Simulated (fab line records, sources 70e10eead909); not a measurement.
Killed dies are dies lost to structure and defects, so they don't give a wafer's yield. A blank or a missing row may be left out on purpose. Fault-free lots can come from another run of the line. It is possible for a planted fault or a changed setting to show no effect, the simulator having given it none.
A sampling plan put to the test | flow nandHarc | one line in one fab, 37 faults in these records, each fault weighed on the records of the lots it struck
What counts as the plan is the set of the line's own looks, namely the steps on the route at which a gauge or an inspection reads a wafer and does not change it. A look can be judged if struck wafers have a number there and the file gives its usual mean and standard deviation on fault-free wafers. Caught: 4 or more of those standard deviations (sigma) separate the usual mean from the mean of the struck wafers at a look after the fault's first step. On the tool: the same test on the tool's own readings at the fault's steps. Also counted as caught: the struck wafers showing another recipe, or a record that is empty for them alone.

## THE FAULTS, as the simulator had put them in
1. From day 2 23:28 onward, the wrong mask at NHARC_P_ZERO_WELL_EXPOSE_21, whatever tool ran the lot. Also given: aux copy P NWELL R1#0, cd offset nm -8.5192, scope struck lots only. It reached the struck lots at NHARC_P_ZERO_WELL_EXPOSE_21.
2. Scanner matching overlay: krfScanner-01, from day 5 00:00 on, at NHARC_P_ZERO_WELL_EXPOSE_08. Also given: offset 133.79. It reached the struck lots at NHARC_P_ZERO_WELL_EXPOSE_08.
3. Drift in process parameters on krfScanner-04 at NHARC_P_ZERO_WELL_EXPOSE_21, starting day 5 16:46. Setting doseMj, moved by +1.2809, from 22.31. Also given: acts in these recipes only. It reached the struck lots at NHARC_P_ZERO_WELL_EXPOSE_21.
4. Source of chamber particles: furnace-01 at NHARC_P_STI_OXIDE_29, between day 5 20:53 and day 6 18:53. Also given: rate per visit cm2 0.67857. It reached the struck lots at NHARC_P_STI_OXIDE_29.
5. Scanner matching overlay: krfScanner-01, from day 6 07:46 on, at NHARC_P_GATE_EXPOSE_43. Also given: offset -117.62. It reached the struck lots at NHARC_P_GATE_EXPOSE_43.
6. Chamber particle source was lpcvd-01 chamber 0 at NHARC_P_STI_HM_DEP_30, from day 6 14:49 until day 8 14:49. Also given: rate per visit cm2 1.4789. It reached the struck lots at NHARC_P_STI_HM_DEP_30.
7. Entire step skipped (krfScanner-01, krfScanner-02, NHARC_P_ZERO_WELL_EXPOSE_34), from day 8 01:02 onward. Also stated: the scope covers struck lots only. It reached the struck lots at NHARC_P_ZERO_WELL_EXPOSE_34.
8. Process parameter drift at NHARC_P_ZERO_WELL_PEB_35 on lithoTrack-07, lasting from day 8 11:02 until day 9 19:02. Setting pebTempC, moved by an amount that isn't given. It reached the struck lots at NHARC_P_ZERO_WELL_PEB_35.
9. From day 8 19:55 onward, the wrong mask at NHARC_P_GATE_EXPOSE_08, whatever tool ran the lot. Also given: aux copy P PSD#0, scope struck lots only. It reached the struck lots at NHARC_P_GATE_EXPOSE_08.
10. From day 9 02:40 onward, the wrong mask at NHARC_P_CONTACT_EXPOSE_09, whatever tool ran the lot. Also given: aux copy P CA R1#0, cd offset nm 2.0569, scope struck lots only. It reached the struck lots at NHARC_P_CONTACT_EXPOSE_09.
11. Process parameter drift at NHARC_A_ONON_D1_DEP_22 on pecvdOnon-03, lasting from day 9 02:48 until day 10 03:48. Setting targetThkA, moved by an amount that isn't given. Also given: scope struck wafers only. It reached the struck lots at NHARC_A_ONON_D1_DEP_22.
12. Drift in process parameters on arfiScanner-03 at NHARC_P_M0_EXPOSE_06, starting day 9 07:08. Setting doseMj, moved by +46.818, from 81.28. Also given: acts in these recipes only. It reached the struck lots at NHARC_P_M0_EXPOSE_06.
13. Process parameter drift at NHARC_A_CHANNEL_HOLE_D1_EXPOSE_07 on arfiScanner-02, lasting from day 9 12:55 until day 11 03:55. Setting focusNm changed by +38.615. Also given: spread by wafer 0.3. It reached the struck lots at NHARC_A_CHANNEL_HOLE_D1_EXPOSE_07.
14. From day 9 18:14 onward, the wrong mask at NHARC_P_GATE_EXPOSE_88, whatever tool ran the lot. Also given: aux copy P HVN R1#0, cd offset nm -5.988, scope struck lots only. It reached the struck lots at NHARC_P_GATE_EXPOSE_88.
15. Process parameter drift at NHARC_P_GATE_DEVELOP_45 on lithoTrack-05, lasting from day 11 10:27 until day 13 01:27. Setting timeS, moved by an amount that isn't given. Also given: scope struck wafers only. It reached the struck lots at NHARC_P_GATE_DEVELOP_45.
16. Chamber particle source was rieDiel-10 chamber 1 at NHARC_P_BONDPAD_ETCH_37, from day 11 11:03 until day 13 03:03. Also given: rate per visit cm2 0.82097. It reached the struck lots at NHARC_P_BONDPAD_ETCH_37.
17. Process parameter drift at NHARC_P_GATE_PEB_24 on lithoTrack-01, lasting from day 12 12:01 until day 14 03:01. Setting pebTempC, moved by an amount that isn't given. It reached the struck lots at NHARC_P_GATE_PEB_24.
18. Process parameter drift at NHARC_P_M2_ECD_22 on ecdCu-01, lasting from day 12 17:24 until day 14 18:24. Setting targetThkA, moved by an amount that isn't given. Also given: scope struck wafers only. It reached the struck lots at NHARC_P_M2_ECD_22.
19. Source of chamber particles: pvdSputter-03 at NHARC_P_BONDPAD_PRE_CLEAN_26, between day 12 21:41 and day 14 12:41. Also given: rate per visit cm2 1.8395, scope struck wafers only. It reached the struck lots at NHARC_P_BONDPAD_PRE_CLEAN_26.
20. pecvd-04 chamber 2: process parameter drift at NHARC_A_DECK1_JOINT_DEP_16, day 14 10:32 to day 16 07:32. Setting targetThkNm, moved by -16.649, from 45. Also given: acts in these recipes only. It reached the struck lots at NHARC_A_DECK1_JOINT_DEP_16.
21. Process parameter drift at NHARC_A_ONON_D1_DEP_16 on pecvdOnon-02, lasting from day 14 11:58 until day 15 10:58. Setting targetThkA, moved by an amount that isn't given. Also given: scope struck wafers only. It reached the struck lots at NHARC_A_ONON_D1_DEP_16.
22. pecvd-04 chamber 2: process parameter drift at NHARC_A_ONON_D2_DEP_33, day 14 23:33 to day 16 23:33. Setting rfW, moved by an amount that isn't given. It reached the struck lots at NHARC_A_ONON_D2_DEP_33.
23. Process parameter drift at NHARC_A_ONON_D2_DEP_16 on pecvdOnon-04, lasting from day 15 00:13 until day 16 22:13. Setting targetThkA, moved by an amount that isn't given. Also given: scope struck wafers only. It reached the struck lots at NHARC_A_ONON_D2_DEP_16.
24. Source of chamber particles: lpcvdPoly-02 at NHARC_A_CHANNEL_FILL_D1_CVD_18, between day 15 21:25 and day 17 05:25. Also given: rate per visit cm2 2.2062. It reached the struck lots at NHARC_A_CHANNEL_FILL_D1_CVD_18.
25. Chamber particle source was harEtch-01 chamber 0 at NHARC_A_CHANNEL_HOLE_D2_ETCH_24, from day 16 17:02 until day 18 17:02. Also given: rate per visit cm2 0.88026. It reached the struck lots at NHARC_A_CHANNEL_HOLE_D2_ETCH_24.
26. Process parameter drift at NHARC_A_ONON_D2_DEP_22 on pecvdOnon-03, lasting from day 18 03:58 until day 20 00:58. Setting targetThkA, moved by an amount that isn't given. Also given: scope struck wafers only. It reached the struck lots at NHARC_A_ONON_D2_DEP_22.
27. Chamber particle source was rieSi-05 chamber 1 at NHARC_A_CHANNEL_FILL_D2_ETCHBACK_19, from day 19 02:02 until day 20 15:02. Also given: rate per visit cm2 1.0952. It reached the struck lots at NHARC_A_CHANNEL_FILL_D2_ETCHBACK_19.
28. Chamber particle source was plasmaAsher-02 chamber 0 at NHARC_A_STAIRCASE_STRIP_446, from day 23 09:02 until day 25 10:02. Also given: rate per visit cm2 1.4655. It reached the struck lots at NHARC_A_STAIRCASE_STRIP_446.
29. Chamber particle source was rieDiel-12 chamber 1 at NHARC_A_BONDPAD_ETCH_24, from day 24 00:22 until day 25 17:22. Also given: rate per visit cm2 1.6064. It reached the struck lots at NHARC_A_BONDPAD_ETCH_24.
30. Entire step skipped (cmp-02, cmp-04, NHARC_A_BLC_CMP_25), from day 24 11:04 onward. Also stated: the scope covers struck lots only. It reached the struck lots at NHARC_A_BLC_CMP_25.
31. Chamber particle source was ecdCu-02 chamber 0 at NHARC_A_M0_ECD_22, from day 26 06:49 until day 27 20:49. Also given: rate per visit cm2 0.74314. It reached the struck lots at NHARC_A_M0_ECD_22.
32. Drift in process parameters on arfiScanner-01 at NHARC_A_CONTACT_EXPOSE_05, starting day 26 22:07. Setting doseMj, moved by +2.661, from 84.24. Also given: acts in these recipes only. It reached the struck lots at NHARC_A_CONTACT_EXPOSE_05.
33. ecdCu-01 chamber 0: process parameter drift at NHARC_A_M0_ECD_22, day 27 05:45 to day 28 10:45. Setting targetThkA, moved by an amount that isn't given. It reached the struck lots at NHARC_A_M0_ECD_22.
34. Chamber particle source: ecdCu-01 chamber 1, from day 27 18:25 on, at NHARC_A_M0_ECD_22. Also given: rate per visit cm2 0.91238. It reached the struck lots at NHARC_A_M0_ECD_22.
35. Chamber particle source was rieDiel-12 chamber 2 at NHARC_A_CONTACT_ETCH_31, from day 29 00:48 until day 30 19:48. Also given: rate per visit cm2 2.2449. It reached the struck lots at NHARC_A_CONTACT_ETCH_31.
36. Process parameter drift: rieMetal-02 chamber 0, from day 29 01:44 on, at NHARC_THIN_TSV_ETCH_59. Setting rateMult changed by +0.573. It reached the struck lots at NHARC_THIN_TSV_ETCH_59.
37. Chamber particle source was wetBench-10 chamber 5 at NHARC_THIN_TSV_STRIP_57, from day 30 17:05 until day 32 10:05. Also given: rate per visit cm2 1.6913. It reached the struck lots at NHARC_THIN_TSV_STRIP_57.

## WHAT THE PLAN SAW
fault | on the tool itself                               | first look that catches it                      | reading, sigma                                        | median hours from its first step to that look | hours from the fault's start to the first struck lot there | judged looks passed uncaught
1     | no reading that can be judged                    | NHARC_P_ZERO_WELL_CD_MEAS_24                    | cdNm -6.1                                             | 0.2                                           | 5                                                          | 0
2     | no reading that can be judged                    | not the one look that can be judged after it    | -                                                     | -                                             | -                                                          | 1
3     | exposureDoseMJCm2 +53 sigma                      | NHARC_P_ZERO_WELL_CD_MEAS_24                    | cdNm +6.4                                             | 0.2                                           | 10                                                         | 0
4     | under 2 sigma                                    | NHARC_P_STI_INSPECT_11                          | rawDefectCount +99 or beyond                          | 11.4                                          | 15                                                         | 0
5     | no reading that can be judged                    | NHARC_END_SORT_01                               | killedAtPeriphery +74                                 | 462.0                                         | 458                                                        | 1
6     | under 2 sigma                                    | NHARC_P_STI_INSPECT_11                          | rawDefectCount +99 or beyond                          | 4.3                                           | 11                                                         | 0
7     | no reading that can be judged                    | NHARC_P_ZERO_WELL_INSPECT_43                    | rawDefectCount +99 or beyond                          | 3.6                                           | 9                                                          | 0
8     | plateTempC -17 sigma                             | none of the 2 looks that can be judged after it | strongest: cdNm at NHARC_P_ZERO_WELL_CD_MEAS_37, -2.7 | -                                             | -                                                          | 2
9     | under 2 sigma                                    | no look after it can be judged                  | -                                                     | -                                             | -                                                          | 0
10    | under 2 sigma                                    | NHARC_P_CONTACT_CD_MEAS_12                      | cdNm +4.2                                             | 0.1                                           | 9                                                          | 0
11    | no reading that can be judged                    | NHARC_A_ONON_D1_THK_MEAS_24                     | thkNm -50                                             | 0.5                                           | 1                                                          | 0
12    | exposureDoseMJCm2 +66 sigma                      | NHARC_P_M0_CD_MEAS_09                           | cdNm +45                                              | 0.1                                           | 9                                                          | 0
13    | under 2 sigma                                    | none of the 4 looks that can be judged after it | -                                                     | -                                             | -                                                          | 4
14    | no reading that can be judged                    | NHARC_P_GATE_CD_MEAS_91                         | cdNm -4.8                                             | 0.2                                           | 11                                                         | 0
15    | no reading that can be judged                    | no look after it can be judged                  | -                                                     | -                                             | -                                                          | 0
16    | under 2 sigma                                    | NHARC_END_SORT_01                               | killedAtPeriphery +35                                 | 408.1                                         | 438                                                        | 1
17    | plateTempC -56 sigma                             | NHARC_P_GATE_CD_MEAS_26                         | cdNm +67                                              | 0.1                                           | 7                                                          | 0
18    | no reading that can be judged                    | not the one look that can be judged after it    | -                                                     | -                                             | -                                                          | 1
19    | under 2 sigma                                    | NHARC_END_SORT_01                               | killedAtPeriphery +43                                 | 449.6                                         | 456                                                        | 1
20    | under 2 sigma                                    | NHARC_A_DECK1_JOINT_THK_MEAS_17                 | thkNm -14                                             | 0.2                                           | 41                                                         | 0
21    | under 2 sigma                                    | NHARC_A_ONON_D1_THK_MEAS_18                     | thkNm -59                                             | 0.5                                           | 4                                                          | 0
22    | rfFwdPowerW +99 or beyond sigma                  | NHARC_A_ONON_D2_THK_MEAS_34                     | thkNm +7.4                                            | 0.4                                           | 7                                                          | 0
23    | no reading that can be judged                    | NHARC_A_ONON_D2_THK_MEAS_18                     | thkNm -16                                             | 0.5                                           | 10                                                         | 0
24    | under 2 sigma                                    | NHARC_END_SORT_01                               | killedDies +5.4                                       | 353.9                                         | 351                                                        | 1
25    | under 2 sigma                                    | NHARC_A_CHANNEL_HOLE_D2_INSPECT_40              | rawDefectCount +8.1                                   | 3.5                                           | 22                                                         | 0
26    | under 2 sigma                                    | NHARC_A_ONON_D2_THK_MEAS_24                     | thkNm -86                                             | 0.5                                           | 12                                                         | 0
27    | under 2 sigma                                    | not the one look that can be judged after it    | strongest: killedDies at NHARC_END_SORT_01, +3.9      | -                                             | -                                                          | 1
28    | under 2 sigma                                    | NHARC_END_SORT_01                               | killedAtArray +5.8                                    | 141.0                                         | 139                                                        | 0
29    | under 2 sigma                                    | NHARC_END_SORT_01                               | sort_bin_3_pct +11                                    | 35.8                                          | 64                                                         | 1
30    | the tool's record is blank for the struck wafers | NHARC_A_BLC_INSPECT_28                          | rawDefectCount +44                                    | 0.4                                           | 7                                                          | 0
31    | under 2 sigma                                    | NHARC_END_SORT_01                               | killedAtArray +17                                     | 47.0                                          | 69                                                         | 1
32    | exposureDoseMJCm2 +27 sigma                      | not the one look that can be judged after it    | strongest: cdNm at NHARC_A_CONTACT_CD_MEAS_08, +2.9   | -                                             | -                                                          | 1
33    | no reading that can be judged                    | no look after it can be judged                  | -                                                     | -                                             | -                                                          | 0
34    | no reading that can be judged                    | NHARC_END_SORT_01                               | killedDies +20                                        | 40.1                                          | 50                                                         | 1
35    | under 2 sigma                                    | none of the 2 looks that can be judged after it | strongest: killedAtArray at NHARC_END_SORT_01, +3.4   | -                                             | -                                                          | 2
36    | oesProductAu +45 sigma                           | NHARC_THIN_TSV_CD_MEAS_37                       | cdNm -10                                              | 1.2                                           | 8                                                          | 0
37    | no reading that can be judged                    | NHARC_THIN_TSV_INSPECT_40                       | rawDefectCount +14                                    | 5.6                                           | 24                                                         | 0
A dash: the fault isn't caught, or these records don't give the number.

Caught at a look: 27 of 37. Caught on the tool: 8 of 37. By one or the other: 29 of 37.
Caught on the tool alone: faults 8, 32.
Caught at a look alone: faults 1, 4, 5, 6, 7, 10, 11, 14, 16, 19, 20, 21, 23, 24, 25, 26, 28, 29, 31, 34, 37.
Caught by neither: faults 2, 9, 13, 15, 18, 27, 33, 35.

## THINNER SAMPLING
In the worst case, this is how late the first struck lot would be measured if the look that catches a fault measured only every second or every third lot, by lot number:
fault | struck lots at that look, in order of time | every lot | every second lot | every third lot
1     | L356                                       | 5 h       | may miss it      | may miss it
3     | L347, L349, L350, L352                     | 10 h      | 40 h             | may miss all 4
4     | L417, L418                                 | 15 h      | 29 h             | may miss all 2
5     | L794, L795, L799                           | 458 h     | 485 h            | 553 h
6     | L303, L305                                 | 11 h      | may miss all 2   | may miss all 2
7     | L655, L656                                 | 9 h       | 19 h             | may miss all 2
10    | L561                                       | 9 h       | may miss it      | may miss it
11    | L509                                       | 1 h       | may miss it      | may miss it
12    | L981, L983                                 | 9 h       | may miss all 2   | may miss all 2
14    | L807                                       | 11 h      | may miss it      | may miss it
16    | L811                                       | 438 h     | may miss it      | may miss it
17    | L275, L277                                 | 7 h       | may miss all 2   | may miss all 2
19    | L937, L934                                 | 456 h     | 467 h            | may miss all 2
20    | L744                                       | 41 h      | may miss it      | may miss it
21    | L531, L535                                 | 4 h       | may miss all 2   | may miss all 2
22    | L138                                       | 7 h       | may miss it      | may miss it
23    | L790, L792                                 | 10 h      | may miss all 2   | may miss all 2
24    | L213, L214                                 | 351 h     | 377 h            | may miss all 2
25    | L987, L988                                 | 22 h      | 36 h             | may miss all 2
26    | L849, L852, L850                           | 12 h      | 23 h             | may miss all 3
28    | L212, L209                                 | 139 h     | 144 h            | may miss all 2
29    | L122                                       | 64 h      | may miss it      | may miss it
30    | L293, L295, L296                           | 7 h       | 13 h             | may miss all 3
31    | L559, L556                                 | 69 h      | 74 h             | may miss all 2
34    | L537, L535                                 | 50 h      | may miss all 2   | may miss all 2
36    | L791, L790                                 | 8 h       | 62 h             | may miss all 2
37    | L288                                       | 24 h      | may miss it      | may miss it
Hours: fault start to first struck lot measured. 4 sigma limit: tested on the pooled struck wafers, so a lone lot may be under it. Other struck lots may not be in these records.

## THE LONGEST TIMED WAY FROM STEP TO LOOK
Fault 5: the median time between NHARC_P_GATE_EXPOSE_43 and NHARC_END_SORT_01 is 462.0 hours. The look between them that can be judged stayed within 4 sigma: NHARC_THIN_TSV_CD_MEAS_33.
